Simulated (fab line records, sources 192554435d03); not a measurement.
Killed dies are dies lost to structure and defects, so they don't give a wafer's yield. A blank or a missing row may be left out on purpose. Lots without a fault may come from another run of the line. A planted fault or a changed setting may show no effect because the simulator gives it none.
Which tool did it? | flow n5_finfet | 13 lots, 35 wafers sampled, at 5 steps of a route of 1938

WHAT THE GAUGES READ, wafer by wafer
The record holds no reading of a measuring or inspecting step that can be judged against a usual standard deviation.

WHICH TOOL RAN EACH LOT (tool, then ch and the chambers of the sampled wafers, then the start)
lot  | N5_SD_EPI_P_ETCH_47               | N5_SD_EPI_P_SD_RECESS_17        | N5_SD_ACTIVATION_LSA_01           | N5_ILD0_CMP_07               | N5_PASSIVATION_PROBE_49
L124 | rie_diel-03 ch 1,3, day 3 15:05   | rie_si-04 ch 0,2,3, day 3 15:16 | laser_anneal-01 ch 0, day 3 19:22 | cmp-03 ch 0,2,3, day 3 23:32 | -
L125 | rie_diel-04 ch 1,2, day 3 17:23   | rie_si-01 ch 0,1,3, day 3 17:34 | laser_anneal-02 ch 0, day 3 21:14 | cmp-01 ch 1,3, day 4 00:32   | -
L126 | rie_diel-04 ch 1,2, day 4 02:20   | rie_si-04 ch 0,3, day 4 02:29   | laser_anneal-01 ch 0, day 4 06:40 | cmp-04 ch 0,3, day 4 10:34   | -
L127 | rie_diel-04 ch 0,3, day 4 09:00   | rie_si-04 ch 0,2, day 4 09:11   | laser_anneal-02 ch 0, day 4 12:28 | cmp-01 ch 0,1, day 4 16:01   | -
L128 | rie_diel-03 ch 1,2,3, day 4 14:00 | rie_si-01 ch 1,2,3, day 4 14:10 | laser_anneal-01 ch 0, day 4 17:26 | cmp-04 ch 1,2,3, day 4 21:04 | -
L130 | rie_diel-06 ch 1,2, day 5 00:34   | rie_si-04 ch 1,2, day 5 00:44   | laser_anneal-01 ch 0, day 5 04:07 | cmp-04 ch 0,1, day 5 07:34   | -
L132 | rie_diel-06 ch 0,2, day 5 13:37   | rie_si-06 ch 1,2, day 5 13:47   | laser_anneal-01 ch 0, day 5 17:16 | cmp-03 ch 1,2, day 5 20:54   | -
L134 | rie_diel-04 ch 0,1, day 6 02:04   | rie_si-01 ch 2,3, day 6 02:15   | laser_anneal-01 ch 0, day 6 05:30 | cmp-03 ch 0,3, day 6 09:46   | -
L139 | rie_diel-06 ch 1,2,3, day 7 10:02 | rie_si-01 ch 0,1,2, day 7 10:13 | laser_anneal-01 ch 0, day 7 13:34 | cmp-03 ch 0,2,3, day 7 17:22 | -
L141 | rie_diel-04 ch 0,1,2, day 7 18:56 | rie_si-04 ch 1,2,3, day 7 19:06 | laser_anneal-01 ch 0, day 7 22:23 | cmp-04 ch 0,1,2, day 8 01:38 | prober-02, day 17 23:47
L142 | rie_diel-04 ch 0,1, day 8 04:47   | rie_si-01 ch 2,3, day 8 04:58   | laser_anneal-02 ch 0, day 8 09:05 | cmp-04 ch 0,1, day 8 12:23   | -
L144 | rie_diel-03 ch 0,3, day 8 11:52   | rie_si-06 ch 1,2, day 8 12:02   | laser_anneal-02 ch 0, day 8 15:19 | cmp-03 ch 0,2, day 8 18:38   | -
L145 | rie_diel-06 ch 0,2, day 9 01:11   | rie_si-04 ch 0,2, day 9 01:22   | laser_anneal-02 ch 0, day 9 05:29 | cmp-03 ch 1,2, day 9 09:07   | -
- N5_SD_EPI_P_ETCH_47: etches SiOCN in CH3F/O2, target depth 25 nm.
- N5_SD_EPI_P_SD_RECESS_17: chemistry HBr/Cl2/O2, target depth 39.1 nm, bt time 3 s.
- N5_SD_ACTIVATION_LSA_01: time 0.0008 s.
- N5_ILD0_CMP_07: polishes SiO2 flowable, stops on poly-Si, t overpolish 1.18 s, target thk 138.88 nm.
- N5_PASSIVATION_PROBE_49

WHAT THE TOOLS THEMSELVES READ (means of the sampled wafers that have a number; where no wafer has one, the mark that the record gives instead)
N5_SD_EPI_P_ETCH_47. Usual: drypump_motor_current_A 5.9 A, standard deviation 0.32; oes_product_au 0.76 a.u., standard deviation 0.07; rf_vpp_V 127 V, standard deviation 3.6; showerhead_plenum_p_Torr 1.98 Torr, standard deviation 0.082; throttle_valve_pct 16.33 %, standard deviation 0.23.
lot  | tool        | drypump_motor_current_A (A) | oes_product_au (a.u.) | rf_vpp_V (V) | showerhead_plenum_p_Torr (Torr) | throttle_valve_pct (%) | flag
L124 | rie_diel-03 | 5.5                         | 0.73                  | 125          | 1.92                            | 16.35                  |
L125 | rie_diel-04 | 6.1                         | 0.74                  | 131          | 2.10                            | 16.35                  |
L126 | rie_diel-04 | 6.1                         | 0.74                  | 130          | 2.09                            | 16.45                  |
L127 | rie_diel-04 | 5.5                         | 0.81                  | 125          | 1.90                            | 16.05                  |
L128 | rie_diel-03 | 5.9                         | 0.72                  | 125          | 1.93                            | 16.35                  |
L130 | rie_diel-06 | 6.1                         | 0.82                  | 129          | 2.01                            | 16.34                  |
L132 | rie_diel-06 | 5.7                         | 0.70                  | 128          | 1.98                            | 16.41                  |
L134 | rie_diel-04 | 5.8                         | 0.76                  | 127          | 2.00                            | 16.14                  |
L139 | rie_diel-06 | 6.0                         | 0.80                  | 127          | 1.99                            | 16.39                  |
L141 | rie_diel-04 | 5.9                         | 0.73                  | 128          | 2.02                            | 16.38                  |
L142 | rie_diel-04 | 5.9                         | 0.74                  | 126          | 2.02                            | 16.18                  |
L144 | rie_diel-03 | 5.7                         | 0.82                  | 124          | 1.99                            | 16.33                  |
L145 | rie_diel-06 | 5.7                         | 0.68                  | 130          | 1.99                            | 16.43                  |

N5_SD_EPI_P_SD_RECESS_17. Usual: drypump_motor_current_A 6.1 A, standard deviation 0.45; mfc_cl2_sccm 80.02 sccm, standard deviation 0.25; oes_product_au 1.005 a.u., standard deviation 0.015; throttle_valve_pct 37.4 %, standard deviation 0.41.
lot  | tool      | drypump_motor_current_A (A) | mfc_cl2_sccm (sccm) | oes_product_au (a.u.) | throttle_valve_pct (%) | flag
L124 | rie_si-04 | 5.9                         | 80.23               | 1.005                 | 37.7                   |
L125 | rie_si-01 | 6.5                         | 80.09               | 1.011                 | 37.2                   |
L126 | rie_si-04 | 6.0                         | 80.32               | 0.998                 | 37.9                   |
L127 | rie_si-04 | 5.5                         | 79.87               | 1.011                 | 37.9                   |
L128 | rie_si-01 | 6.4                         | 79.81               | 1.011                 | 37.3                   |
L130 | rie_si-04 | 5.7                         | 79.98               | 1.004                 | 37.6                   |
L132 | rie_si-06 | 5.8                         | 80.02               | 0.996                 | 36.8                   |
L134 | rie_si-01 | 6.2                         | 80.14               | 1.006                 | 37.4                   |
L139 | rie_si-01 | 6.4                         | 79.94               | 1.000                 | 37.3                   |
L141 | rie_si-04 | 6.0                         | 79.85               | 1.004                 | 37.6                   |
L142 | rie_si-01 | 6.2                         | 79.84               | 1.004                 | 37.4                   |
L144 | rie_si-06 | 5.8                         | 80.29               | 1.003                 | 36.8                   |
L145 | rie_si-04 | 5.5                         | 79.89               | 1.004                 | 37.7                   |

N5_SD_ACTIVATION_LSA_01. Usual: wafer_temp_C_max 1085.4, standard deviation 1.1.
lot  | tool            | wafer_temp_C_max | flag
L124 | laser_anneal-01 | 1085.9           |
L125 | laser_anneal-02 | 1085.1           |
L126 | laser_anneal-01 | 1085.2           |
L127 | laser_anneal-02 | 1084.1           |
L128 | laser_anneal-01 | 1085.9           |
L130 | laser_anneal-01 | 1085.3           |
L132 | laser_anneal-01 | 1086.8           |
L134 | laser_anneal-01 | 1086.0           |
L139 | laser_anneal-01 | 1065.1           | OFF
L141 | laser_anneal-01 | 1067.3           | OFF
L142 | laser_anneal-02 | 1085.0           |
L144 | laser_anneal-02 | 1084.8           |
L145 | laser_anneal-02 | 1084.9           |

N5_ILD0_CMP_07. Usual: motor_current_A 12.5 A, standard deviation 1.3.
lot  | tool   | motor_current_A (A) | flag
L124 | cmp-03 | 13.4                |
L125 | cmp-01 | 13.1                |
L126 | cmp-04 | 12.4                |
L127 | cmp-01 | 10.6                |
L128 | cmp-04 | 12.6                |
L130 | cmp-04 | 12.2                |
L132 | cmp-03 | 12.4                |
L134 | cmp-03 | 14.1                |
L139 | cmp-03 | 13.4                |
L141 | cmp-04 | 11.4                |
L142 | cmp-04 | 12.2                |
L144 | cmp-03 | 13.2                |
L145 | cmp-03 | 12.4                |

N5_PASSIVATION_PROBE_49. Usual: killed_at_M0_to_M3 34, standard deviation 10; killed_at_M4_up 13, standard deviation 5.4; killed_at_contacts 13, standard deviation 6; killed_at_front_end 42, standard deviation 13; killed_at_other 4, standard deviation 3.2; killed_dies 107, standard deviation 18; killed_open 69, standard deviation 14; killed_short 35, standard deviation 7.7.
lot  | tool      | killed_at_M0_to_M3 | killed_at_M4_up | killed_at_contacts | killed_at_front_end | killed_at_other | killed_dies | killed_open | killed_short | flag
L141 | prober-02 | 31                 | 11              | 18                 | 35                  | 1               | 96          | 56          | 30           |

THE ANSWER, worked out from the rows above alone
Rule: a lot is off if the mean of its wafers that have a number lies more than 3 standard deviations from the usual mean. A lot without any number at a reading at which 4 lots or more have one is off too. The other lots that the step has rows for count as sound. The gauges are gone through in route order, then the tools' own readings, and for those a lot's mean is taken as printed above. The first step at which some lot is off is used, and at that step the reading that is off furthest; a lot without a number counts as furthest.
Off: L139, L141, at N5_SD_ACTIVATION_LSA_01 (wafer_temp_C_max).
A tool fits if, at that step or a process step before it, it ran every lot that is off, and no sound lot after the first of them. One fits: laser_anneal-01 at N5_SD_ACTIVATION_LSA_01. Its last sound lot is L134 (day 6 05:30), its first lot that is off L139 (day 7 13:34): a fault that began between those two fits.
The tool's own readings at N5_SD_ACTIVATION_LSA_01 bear it out: on the lots that are off they differ by more than 5 times the standard deviation of the sound lots' means. wafer_temp_C_max reads 1066.2 there against 1085.4 on the sound lots.

WHAT THE SIMULATOR HAD PUT IN
Process parameter drift: laser_anneal-01, from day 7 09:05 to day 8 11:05, at N5_SD_ACTIVATION_LSA_01. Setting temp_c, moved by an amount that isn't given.
Lots struck among those shown: L139, L141. The rule above found the same.
